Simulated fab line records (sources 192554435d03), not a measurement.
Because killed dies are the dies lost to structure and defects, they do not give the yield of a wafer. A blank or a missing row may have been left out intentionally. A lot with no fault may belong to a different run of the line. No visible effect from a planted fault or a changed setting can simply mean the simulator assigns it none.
Chamber matching -- flow n5_finfet -- 4 sister chambers for N5_DUMMY_GATE_ETCH_42 on rie_diel-06
The step etches SiO2 in CHF3/O2, target depth 3.5 nm, time 31 s. 16 wafers are shown with their chamber, then 8 later ones without.

## EACH WAFER AND ITS CHAMBER
wafer,chamber,drypump_motor_current_A (A),showerhead_plenum_p_Torr (Torr),throttle_valve_pct (%)
L075.2,0,6.0,2.38,18.70
L075.4,1,6.0,2.25,18.60
L075.6,3,6.6,2.28,18.83
L078.1,3,6.7,2.28,18.84
L078.3,1,6.0,2.25,18.57
L078.5,2,5.6,2.50,18.75
L083.1,1,6.0,2.25,18.61
L083.4,1,6.0,2.25,18.62
L083.6,3,6.6,2.27,18.86
L086.1,1,6.0,2.25,18.61
L086.2,0,6.0,2.37,18.74
L086.3,2,5.6,2.50,18.75
L088.1,1,6.0,2.24,18.62
L088.3,2,5.6,2.49,18.78
L088.4,0,6.0,2.37,18.73
L090.1,1,6.0,2.24,18.63

SIGNATURES, as means of the wafers listed above
reading,chamber 0,chamber 1,chamber 2,chamber 3,scatter within a chamber
drypump_motor_current_A,6.000,6.000,5.600,6.633,0.0236
showerhead_plenum_p_Torr,2.3733,2.2471,2.4967,2.2767,0.00535
throttle_valve_pct,18.7233,18.6086,18.7600,18.8433,0.0188
Rule: a wafer's distance from a chamber is the root of the sum, over the readings, of the square of ((its reading less the chamber's mean) divided by the reading's scatter). The wafer belongs to the nearest chamber; if the next one is less than 2 further off, it can't be placed. The scatter: the root of (the sum of the squares of (reading less its chamber's mean) over the shown wafers, divided by (wafers less chambers)).

## WAFERS WITH NO CHAMBER GIVEN
wafer,drypump_motor_current_A (A),showerhead_plenum_p_Torr (Torr),throttle_valve_pct (%)
L090.2,6.0,2.37,18.75
L090.4,6.6,2.27,18.87
L093.1,6.0,2.24,18.64
L093.2,6.0,2.37,18.76
L093.6,6.0,2.24,18.65
L095.1,6.6,2.26,18.89
L095.2,6.0,2.37,18.78
L095.3,5.6,2.49,18.80

## EACH ONE'S CHAMBER
wafer,from the rows above,in truth
L090.2,0,0
L090.4,3,3
L093.1,1,1
L093.2,0,0
L093.6,1,1
L095.1,3,3
L095.2,0,0
L095.3,2,2
8 of 8 placed correctly. Left unplaced by these rows: 0. Placed wrongly: 0.
